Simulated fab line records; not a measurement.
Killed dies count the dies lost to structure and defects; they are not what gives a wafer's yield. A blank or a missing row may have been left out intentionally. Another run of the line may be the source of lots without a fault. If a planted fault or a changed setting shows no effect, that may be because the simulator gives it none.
fab line records -- flow n5Finfet
record: lots: 5, wafers: 15, lastDay: 17
route steps=1938 shown BEOL_M12@1646 BEOL_M13@1659
lots that met no fault: taken from a fault-free run of the same line
startH: hours from the record's first day to the start of the lot's first wafer shown -- waitH: hours elapsed since this lot's preceding step -- " as in the row above -- L1.1+2: a single row standing in for several wafers -- - no value present, or no start provided -- * or withheld: withheld -- < > ~ a bound
route shown NAME@n: NAME is a module with steps in the file, n the number in the route of the first one -- usual: mean/standard deviation taken from wafers without a fault -- same: alike in all rows -- chamber/n: place in a boat -- sites: each site's reading -- _std_site: their standard deviation -- _edge_site: mean of outer sites minus mean of inner sites -- radiusMm: how far each site lies from the wafer's centre -- mask NAME#n: copy n -- behind: tool/chamber where the wafer was last shaped -- hold: reason for holding the lot/hours on hold/outcome of the hold -- device: the transistor (n, p or np) that didn't switch -- end of line: tests of these same wafers at the route's end -- a step given without rows: its recipe and nothing more -- killed: at the first sort, the dies lost to defects and structure; wafer yield is something else -- map: a wafer's dies, marking killed ones x, the rest . and places with no die _
set.NAME: the setting that was run; set.NAME@STEP: the one run at that earlier step -- model.NAME: the simulator's own value behind a step, which no gauge read
a table for each step, a row for each wafer; lots at some steps of the route
services: a tool's chamber out of use, with start hour (startH, from the record's first day; less than 0 if before it), hours out, and reason
== steps ==
step: N5_BEOL_M12_DEGAS_41
recipe: ambient: vacuum, tempC: 250, timeS: 60
usual: heaterPowerW: 327/42
lot.wafer,tool,chamber,startH,waitH,heaterPowerW
L074.4,pvdSputter-01,-,254.18,0.3,283
L074.5,pvdSputter-01,-,254.18,0.3,363
L074.6,pvdSputter-01,-,254.18,0.3,283
L078.1,pvdSputter-01,-,278.58,0.6,290
L078.2,pvdSputter-01,-,278.58,0.6,240
L078.5,pvdSputter-01,-,278.58,0.6,364
L083.1,pvdSputter-02,-,307.94,0.1,362
L083.3,pvdSputter-02,-,307.94,0.1,303
L083.4,pvdSputter-02,-,307.94,0.1,319
L085.2,pvdSputter-01,-,333.45,1.1,253
L085.3,pvdSputter-01,-,333.45,1.1,380
L085.5,pvdSputter-01,-,333.45,1.1,379
L091.2,pvdSputter-02,-,361.62,0.4,365
L091.3,pvdSputter-02,-,361.62,0.4,303
L091.5,pvdSputter-02,-,361.62,0.4,310
step: N5_BEOL_M12_PRE_CLEAN_42
recipe: gas: H2/He, timeS: 30, tempC: 250
usual: heaterPowerW: 327/41
lot.wafer,tool,chamber,startH,waitH,heaterPowerW
L074.4,pvdSputter-01,-,254.22,0.0,281
L074.5,pvdSputter-01,-,254.22,0.0,372
L074.6,pvdSputter-01,-,254.22,0.0,291
L078.1,pvdSputter-01,-,278.62,0.0,293
L078.2,pvdSputter-01,-,278.62,0.0,249
L078.5,pvdSputter-01,-,278.62,0.0,369
L083.1,pvdSputter-02,-,307.98,0.0,365
L083.3,pvdSputter-02,-,307.98,0.0,303
L083.4,pvdSputter-02,-,307.98,0.0,319
L085.2,pvdSputter-01,-,333.50,0.0,253
L085.3,pvdSputter-01,-,333.50,0.0,379
L085.5,pvdSputter-01,-,333.50,0.0,386
L091.2,pvdSputter-02,-,361.66,0.0,364
L091.3,pvdSputter-02,-,361.66,0.0,305
L091.5,pvdSputter-02,-,361.66,0.0,314
step: N5_BEOL_M12_SPUTTER_43
recipe: material: TaN, targetThkA: 150, tempC: 50, biasV: 168.6, powerW: 15000, chamberPressurePa: 0.12, timeS: 24.19
usual: throttleValvePct: 30.1/1
lot.wafer,tool,chamber,startH,waitH,throttleValvePct
L074.4,pvdSputter-01,-,254.26,0.0,31.7
L074.5,pvdSputter-01,-,254.26,0.0,29.5
L074.6,pvdSputter-01,-,254.26,0.0,32.1
L078.1,pvdSputter-01,-,278.66,0.0,32.1
L078.2,pvdSputter-01,-,278.66,0.0,30.0
L078.5,pvdSputter-01,-,278.66,0.0,29.7
L083.1,pvdSputter-02,-,308.02,0.0,31.2
L083.3,pvdSputter-02,-,308.02,0.0,30.7
L083.4,pvdSputter-02,-,308.02,0.0,28.4
L085.2,pvdSputter-01,-,333.54,0.0,29.9
L085.3,pvdSputter-01,-,333.54,0.0,29.4
L085.5,pvdSputter-01,-,333.54,0.0,29.5
L091.2,pvdSputter-02,-,361.70,0.0,31.1
L091.3,pvdSputter-02,-,361.70,0.0,30.8
L091.5,pvdSputter-02,-,361.70,0.0,28.1
step: N5_BEOL_M12_SPUTTER_44
recipe: material: Ta, targetThkA: 100, tempC: 50, biasV: 80, powerW: 15000, chamberPressurePa: 0.07, timeS: 16.13
usual: throttleValvePct: 30.1/1.1
lot.wafer,tool,chamber,startH,waitH,throttleValvePct
L074.4,pvdSputter-01,-,254.34,0.0,31.9
L074.5,pvdSputter-01,-,254.34,0.0,29.8
L074.6,pvdSputter-01,-,254.34,0.0,31.8
L078.1,pvdSputter-01,-,278.74,0.0,32.1
L078.2,pvdSputter-01,-,278.74,0.0,30.2
L078.5,pvdSputter-01,-,278.74,0.0,29.8
L083.1,pvdSputter-02,-,308.10,0.0,31.2
L083.3,pvdSputter-02,-,308.10,0.0,30.8
L083.4,pvdSputter-02,-,308.10,0.0,28.3
L085.2,pvdSputter-01,-,333.63,0.0,29.9
L085.3,pvdSputter-01,-,333.63,0.0,29.4
L085.5,pvdSputter-01,-,333.63,0.0,29.5
L091.2,pvdSputter-02,-,361.78,0.0,31.2
L091.3,pvdSputter-02,-,361.78,0.0,30.4
L091.5,pvdSputter-02,-,361.78,0.0,28.5
step: N5_BEOL_M12_SPUTTER_45
recipe: material: Cu, targetThkA: 800, tempC: -20, biasV: 60, powerW: 26000, chamberPressurePa: 0.13, timeS: 13.33
usual: throttleValvePct: 30.1/1.1
lot.wafer,tool,chamber,startH,waitH,throttleValvePct
L074.4,pvdSputter-01,-,254.42,0.0,31.8
L074.5,pvdSputter-01,-,254.42,0.0,30.1
L074.6,pvdSputter-01,-,254.42,0.0,31.9
L078.1,pvdSputter-01,-,278.82,0.0,32.1
L078.2,pvdSputter-01,-,278.82,0.0,30.0
L078.5,pvdSputter-01,-,278.82,0.0,29.8
L083.1,pvdSputter-02,-,308.18,0.0,30.9
L083.3,pvdSputter-02,-,308.18,0.0,30.6
L083.4,pvdSputter-02,-,308.18,0.0,28.2
L085.2,pvdSputter-01,-,333.72,0.0,30.1
L085.3,pvdSputter-01,-,333.72,0.0,29.7
L085.5,pvdSputter-01,-,333.72,0.0,29.7
L091.2,pvdSputter-02,-,361.86,0.0,31.2
L091.3,pvdSputter-02,-,361.86,0.0,30.7
L091.5,pvdSputter-02,-,361.86,0.0,28.5
step: N5_BEOL_M12_ECD_47
recipe: material: Cu, targetThkA: 7200
lot.wafer,tool,chamber,startH,waitH
L074.4+5+6,ecdCu-01,"0,1,0",254.58,0.1
L078.1+2+5,ecdCu-02,"0,1,1",278.94,0.1
L083.1+3+4,ecdCu-02,"1,1,0",308.31,0.1
L085.2+3+5,ecdCu-01,"1,1,0",333.85,0.1
L091.2+3+5,ecdCu-02,"1,0,0",361.97,0.1
step: N5_BEOL_M12_ANNEAL_48
recipe: tempC: 225, timeS: 90, ambient: N2
usual: wafer_temp_C_max: 225.92/0.29
lot.wafer,tool,chamber,startH,waitH,wafer_temp_C_max
L074.4,rtpAnneal-02,0,254.84,0.2,225.92
L074.5,rtpAnneal-02,0,254.84,0.2,226.11
L074.6,rtpAnneal-02,0,254.84,0.2,225.43
L078.1,rtpAnneal-02,0,279.12,0.1,226.08
L078.2,rtpAnneal-02,0,279.12,0.1,226.11
L078.5,rtpAnneal-02,0,279.12,0.1,226.18
L083.1,rtpAnneal-02,0,308.45,0.1,226.77
L083.3,rtpAnneal-02,0,308.45,0.1,226.31
L083.4,rtpAnneal-02,0,308.45,0.1,225.92
L085.2,rtpAnneal-02,0,334.05,0.2,225.88
L085.3,rtpAnneal-02,0,334.05,0.2,225.72
L085.5,rtpAnneal-02,0,334.05,0.2,225.91
L091.2,rtpAnneal-02,0,362.29,0.3,225.92
L091.3,rtpAnneal-02,0,362.29,0.3,225.48
L091.5,rtpAnneal-02,0,362.29,0.3,226.28
step: N5_BEOL_M12_CMP_49
recipe: stopOn: SiOC, tOverpolishS: 20.6, downForcePsi: 1, platenRpm: 50, clearingPlatenDownForcePsi: 1.5, clearingPlatenRpm: 50, postCmpClean: cuAlkaline, targetThkNm: 320, clearingPlatenPadVelocityMS: 0.99484, padVelocityMS: 0.99484
usual: barrierFieldEndpointS: 30.4/0.77, motorCurrentA: 6.1/0.76, overpolishRunS: 20.599/0.0094
lot.wafer,tool,chamber,startH,waitH,barrierFieldEndpointS,motorCurrentA,overpolishRunS
L074.4,cmp-04,3,255.04,0.2,30.6,5.9,20.592
L074.6,cmp-04,2,255.04,0.2,31.4,6.9,20.598
L074.5,cmp-04,3,255.04,0.2,30.2,5.9,20.597
L078.2,cmp-03,0,279.42,0.2,30.8,5.9,20.589
L078.1,cmp-03,2,279.42,0.2,31.4,6.4,20.598
L078.5,cmp-03,1,279.42,0.2,30.9,5.9,20.612
L083.3,cmp-02,2,308.75,0.2,29.4,5.5,20.608
L083.1,cmp-02,3,308.75,0.2,29.5,5.8,20.600
L083.4,cmp-02,0,308.75,0.2,29.3,5.0,20.605
L085.3,cmp-02,2,334.34,0.2,29.1,5.5,20.614
L085.2,cmp-02,0,334.34,0.2,29.4,5.1,20.602
L085.5,cmp-02,1,334.34,0.2,29.6,6.5,20.606
L091.2,cmp-03,1,362.62,0.3,31.0,5.8,20.613
L091.3,cmp-03,2,362.62,0.3,31.5,6.5,20.591
L091.5,cmp-03,0,362.62,0.3,31.1,5.6,20.605
step: N5_BEOL_M12_THK_MEAS_50
recipe: thkMeasGauge: xrf, reads: Cu_of_BEOL_M12_ECD_47
usual: M12_THK: 323/4.7
lot.wafer,tool,chamber,startH,waitH,M12_THK[nm]
L074.4,filmMetro-01,-,255.30,-,320
L074.5,filmMetro-01,-,255.30,-,324
L074.6,filmMetro-01,-,255.30,-,321
L078.1,filmMetro-01,-,279.71,-,328
L078.2,filmMetro-01,-,279.71,-,317
L078.5,filmMetro-01,-,279.71,-,326
L083.1,filmMetro-02,-,309.04,-,318
L083.3,filmMetro-02,-,309.04,-,321
L083.4,filmMetro-02,-,309.04,-,315
L085.2,filmMetro-01,-,334.60,-,322
L085.3,filmMetro-01,-,334.60,-,326
L085.5,filmMetro-01,-,334.60,-,316
L091.2,filmMetro-02,-,362.84,-,323
L091.3,filmMetro-02,-,362.84,-,330
L091.5,filmMetro-02,-,362.84,-,319
step: N5_BEOL_M12_PRE_CLEAN_52
recipe: gas: NH3, timeS: 15, tempC: withheld, rfPowerW: 300
usual: rfFwdPowerW: 295.4/1.4
lot.wafer,tool,chamber,startH,waitH,rfFwdPowerW
L074.4,pecvd-01,1,255.36,0.1,295.0
L074.5,pecvd-01,0,255.36,0.1,293.6
L074.6,pecvd-01,2,255.36,0.1,297.9
L078.1,pecvd-02,1,279.75,0.0,297.3
L078.2,pecvd-02,2,279.75,0.0,295.6
L078.5,pecvd-02,1,279.75,0.0,297.9
L083.1,pecvd-02,2,309.08,0.0,296.1
L083.3,pecvd-02,0,309.08,0.0,293.2
L083.4,pecvd-02,1,309.08,0.0,296.3
L085.2,pecvd-02,0,334.63,0.0,294.0
L085.3,pecvd-02,1,334.63,0.0,296.8
L085.5,pecvd-02,1,334.63,0.0,297.2
L091.2,pecvd-01,1,362.88,0.0,294.8
L091.3,pecvd-01,2,362.88,0.0,296.9
L091.5,pecvd-01,0,362.88,0.0,293.6
step: N5_BEOL_M12_DEP_53
recipe: material: SiCN, targetThkA: 300, tempC: withheld, precursor: 3MS/NH3, pressureTorr: 3, rfW: 675, timeS: 10.5
usual: rfFwdPowerW: 666.2/2.8, showerheadPlenumPTorr: 4.152/0.017, throttleValvePct: 18.6/1.1
lot.wafer,tool,chamber,startH,waitH,rfFwdPowerW,showerheadPlenumPTorr,throttleValvePct
L074.4,pecvd-01,1,255.38,0.0,666.5,4.161,18.4
L074.5,pecvd-01,0,255.38,0.0,665.0,4.153,17.6
L074.6,pecvd-01,2,255.38,0.0,667.7,4.157,17.7
L078.1,pecvd-02,1,279.78,0.0,668.7,4.134,18.8
L078.2,pecvd-02,2,279.78,0.0,667.7,4.156,18.3
L078.5,pecvd-02,1,279.78,0.0,670.6,4.128,18.4
L083.1,pecvd-02,2,309.11,0.0,669.8,4.158,18.3
L083.3,pecvd-02,0,309.11,0.0,664.8,4.142,20.7
L083.4,pecvd-02,1,309.11,0.0,669.2,4.120,18.7
L085.2,pecvd-02,0,334.66,0.0,659.1,4.130,20.7
L085.3,pecvd-02,1,334.66,0.0,669.7,4.139,18.7
L085.5,pecvd-02,1,334.66,0.0,669.8,4.135,18.8
L091.2,pecvd-01,1,362.90,0.0,668.9,4.165,18.5
L091.3,pecvd-01,2,362.90,0.0,671.6,4.149,17.8
L091.5,pecvd-01,0,362.90,0.0,665.7,4.160,17.5
step: N5_BEOL_M12_RS_MEAS_54
recipe: thkMeasGauge: four-point-probe, reads: Cu_of_BEOL_M12_ECD_47+Ta_of_BEOL_M12_SPUTTER_44+TaN_of_BEOL_M12_SPUTTER_43
usual: M12_RS: 0.0602/0.00083
lot.wafer,tool,chamber,startH,waitH,M12_RS[ohm/sq]
L074.4,filmMetro-02,-,255.43,0.0,0.0609
L074.5,filmMetro-02,-,255.43,0.0,0.0603
L074.6,filmMetro-02,-,255.43,0.0,0.0609
L078.1,filmMetro-01,-,279.84,0.0,0.0586
L078.2,filmMetro-01,-,279.84,0.0,0.0613
L078.5,filmMetro-01,-,279.84,0.0,0.0593
L083.1,filmMetro-02,-,309.17,0.0,0.0610
L083.3,filmMetro-02,-,309.17,0.0,0.0603
L083.4,filmMetro-02,-,309.17,0.0,0.0616
L085.2,filmMetro-01,-,334.72,0.0,0.0604
L085.3,filmMetro-01,-,334.72,0.0,0.0600
L085.5,filmMetro-01,-,334.72,0.0,0.0616
L091.2,filmMetro-02,-,362.97,0.0,0.0597
L091.3,filmMetro-02,-,362.97,0.0,0.0589
L091.5,filmMetro-02,-,362.97,0.0,0.0608
step: N5_BEOL_M12_INSPECT_55
recipe: inspectInstrument: darkfield, mode: postDep
usual: rawDefectCount: 71/24
lot.wafer,tool,chamber,startH,waitH,rawDefectCount
L074.4,defectInspect-02,-,255.46,0.0,61
L074.5,defectInspect-02,-,255.46,0.0,75
L074.6,defectInspect-02,-,255.46,0.0,106
L078.1,defectInspect-01,-,279.87,0.0,42
L078.2,defectInspect-01,-,279.87,0.0,65
L078.5,defectInspect-01,-,279.87,0.0,67
L083.1,defectInspect-01,-,309.19,0.0,55
L083.3,defectInspect-01,-,309.19,0.0,47
L083.4,defectInspect-01,-,309.19,0.0,46
L085.2,defectInspect-02,-,334.75,0.0,58
L085.3,defectInspect-02,-,334.75,0.0,49
L085.5,defectInspect-02,-,334.75,0.0,113
L091.2,defectInspect-01,-,362.99,0.0,51
L091.3,defectInspect-01,-,362.99,0.0,91
L091.5,defectInspect-01,-,362.99,0.0,62
step: N5_BEOL_M13_ILD_DEP_00
recipe: material: SiOC, targetThkA: 8379.2, tempC: 350, precursor: DEMS/O2, pressureTorr: 5, rfW: 500, timeS: 166.4
usual: heaterPowerW: 497/84, rfFwdPowerW: 498.3/1.6, showerheadPlenumPTorr: 5.690/0.012, throttleValvePct: 12.2/0.74
lot.wafer,tool,chamber,startH,waitH,heaterPowerW,rfFwdPowerW,showerheadPlenumPTorr,throttleValvePct
L074.4,pecvd-01,0,255.55,0.1,445,497.9,5.700,11.7
L074.5,pecvd-01,1,255.55,0.1,408,499.7,5.687,12.1
L074.6,pecvd-01,2,255.55,0.1,660,500.9,5.678,11.6
L078.1,pecvd-02,1,279.90,0.0,483,496.5,5.681,12.5
L078.2,pecvd-02,2,279.90,0.0,467,497.7,5.697,11.9
L078.5,pecvd-02,0,279.90,0.0,486,496.7,5.672,13.5
L083.1,pecvd-02,1,309.23,0.0,495,500.7,5.665,12.1
L083.3,pecvd-02,2,309.23,0.0,437,498.2,5.690,11.8
L083.4,pecvd-02,1,309.23,0.0,409,498.3,5.675,12.4
L085.2,pecvd-04,1,334.78,0.0,556,496.8,5.701,11.4
L085.3,pecvd-04,2,334.78,0.0,447,499.6,5.693,11.4
L085.5,pecvd-04,0,334.78,0.0,521,499.2,5.688,13.6
L091.2,pecvd-02,1,363.03,0.0,429,498.4,5.677,12.6
L091.3,pecvd-02,0,363.03,0.0,425,496.0,5.666,13.5
L091.5,pecvd-02,1,363.03,0.0,486,498.6,5.667,12.3
step: N5_BEOL_M13_THK_MEAS_01
recipe: reads: SiOC_of_BEOL_M13_ILD_DEP_00
usual: M13_ILD_THK: 832/9.7
lot.wafer,tool,chamber,startH,waitH,M13_ILD_THK[nm]
L074.4,filmMetro-02,-,255.65,0.0,850
L074.5,filmMetro-02,-,255.65,0.0,844
L074.6,filmMetro-02,-,255.65,0.0,840
L078.1,filmMetro-01,-,280.05,0.1,820
L078.2,filmMetro-01,-,280.05,0.1,833
L078.5,filmMetro-01,-,280.05,0.1,850
L083.1,filmMetro-02,-,309.38,0.1,816
L083.3,filmMetro-02,-,309.38,0.1,824
L083.4,filmMetro-02,-,309.38,0.1,830
L085.2,filmMetro-01,-,334.94,0.1,824
L085.3,filmMetro-01,-,334.94,0.1,839
L085.5,filmMetro-01,-,334.94,0.1,841
L091.2,filmMetro-01,-,363.18,0.1,822
L091.3,filmMetro-01,-,363.18,0.1,819
L091.5,filmMetro-01,-,363.18,0.1,830
step: N5_BEOL_M13_COAT_58
recipe: resist: BARC, tempC: 205, timeS: 60, spinRpm: 1500, resistThkNm: 89
lot.wafer,tool,chamber,startH,waitH
L074.4+5+6,lithoTrack-03,0,255.68,0.0
L078.1+2+5,lithoTrack-03,0,280.08,0.0
L083.1+3+4,lithoTrack-01,0,309.41,0.0
L085.2+3+5,lithoTrack-05,0,334.97,0.0
L091.2+3+5,lithoTrack-03,0,363.21,0.0
== services ==
tool,chamber,startH,hours,kind
cmp-03,-,243.11,0.5,repair
cmp-02,-,247.15,4.0,pm
cmp-02,-,251.15,-,consumableReplace:conditioner
cmp-02,-,251.15,-,consumableReplace:pad
cmp-04,-,252.97,1.8,repair
cmp-02,-,256.86,1.4,repair
ecdCu-01,-,258.40,3.9,pm
pecvd-04,-,300.67,1.8,repair
cmp-04,-,301.93,4.0,pm
cmp-04,-,305.93,-,consumableReplace:conditioner
cmp-04,-,305.93,-,consumableReplace:pad
pecvd-01,0,320.20,12.9,repair
cmp-04,-,323.99,2.3,repair
cmp-02,-,326.83,0.7,repair
cmp-02,-,348.91,3.7,pm
lithoTrack-01,-,350.61,-,consumableReplace:filter
cmp-03,-,350.81,3.5,repair
cmp-02,-,352.96,1.1,repair
== key ==
fault none
